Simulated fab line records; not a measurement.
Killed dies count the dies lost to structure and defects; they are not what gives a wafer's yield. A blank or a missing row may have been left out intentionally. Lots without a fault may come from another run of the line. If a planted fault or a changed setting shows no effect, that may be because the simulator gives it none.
8D (eight disciplines) problem report, filled in by code | flow n5 finfet | the parts of the form that need people (team, actions taken, sign-off) are left out

## 1. THE PROBLEM
Wafers without a fault read 308.2 s, standard deviation 0.35; run length s at N5_BEOL_M12_ETCH_68 reads a mean of 226.6 s on 2 wafers belonging to 2 lots. So: -99 or more standard deviations from the usual mean.
The step: etches SOC in N2/H2, time 285 s.
Earliest sighting: wafer L163.4 on rie diel-03 at day 16 10:02. The record has a number at this step for 18 wafers belonging to 6 lots. By rule, "out" or "out of limits" means more than 4 standard deviations away from the usual mean. The rest of the wafers with a number are treated as sound.

## 2. WHAT IT IS, WHAT IT ISN'T
question                    | is                | is not
which readings at this step | run length s      | drypump motor current A, oes product au, rf vpp V, showerhead plenum p Torr, throttle valve pct
which lots                  | L163, L166        | L160, L161, L176, L178
which wafers of those lots  | L163.4, L166.6    | L163.2, L163.3, L166.2, L166.3
read on which tools         | rie diel-03       | rie diel-02
when                        | from day 16 10:02 | up to then (8 sound wafers); but 8 sound wafers of L166, L176, L178 came after

## 3. WHAT RULES OUT EACH SUSPECT
Counting: a tool at a process step up to the reading stays a suspect if it ran every lot that is out. Sound lots after the first of them don't rule it out here, since some wafers of a struck lot are sound.
- rie diel-03 at N5_BEOL_M12_DESCUM_33 (chemistry O2, time 7.9 s): kept. Ran every lot that is out, first one L163 (day 16 09:52); last sound lot up to then L160 (day 14 07:05).
- rie diel-03 at N5_BEOL_M12_ETCH_67 (etches SiARC in CF4, target depth 143 nm, time 238.3 s): kept. Ran every lot that is out, first one L163 (day 16 09:53); last sound lot up to then L160 (day 14 07:07).
- rie diel-03 at N5_BEOL_M12_ETCH_68 (etches SOC in N2/H2, time 285 s): kept. Ran every lot that is out, first one L163 (day 16 10:02); last sound lot up to then L160 (day 14 07:16). Its own readings are out on those wafers: run length s.
The count leaves rie diel-03 at N5_BEOL_M12_DESCUM_33, rie diel-03 at N5_BEOL_M12_ETCH_67, and rie diel-03 at N5_BEOL_M12_ETCH_68.

## 4. THE CAUSE (what the simulator had put in)
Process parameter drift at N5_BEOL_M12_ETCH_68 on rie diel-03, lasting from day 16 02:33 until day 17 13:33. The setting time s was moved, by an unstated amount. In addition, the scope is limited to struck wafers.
Counting leaves 3 suspects; this tool is one of them.

## 5. THE EFFECT CHAIN, in route order
Each row: a reading where the mean over the struck wafers with a number is more than 3 standard deviations away from the usual. Readings are gone through only where the record gives a usual standard deviation; hours: the median, over the lots, of the time from a lot's start at the first step in this table giving one to that lot's start at this step; sigmas: the change measured in usual standard deviations.
hours | step                | reading      | usual   | on struck wafers | change | sigmas
0     | N5_BEOL_M12_ETCH_68 | run length s | 308.2 s | 226.6            | -81.6  | -99 or more
Here are the process steps it includes:
- N5_BEOL_M12_ETCH_68: etches SOC in N2/H2, time 285 s.

## 6. WHAT WOULD HAVE CAUGHT IT SOONER
First out-of-limits reading in this record: day 16 10:02, which is 7 hours after fault onset at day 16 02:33.
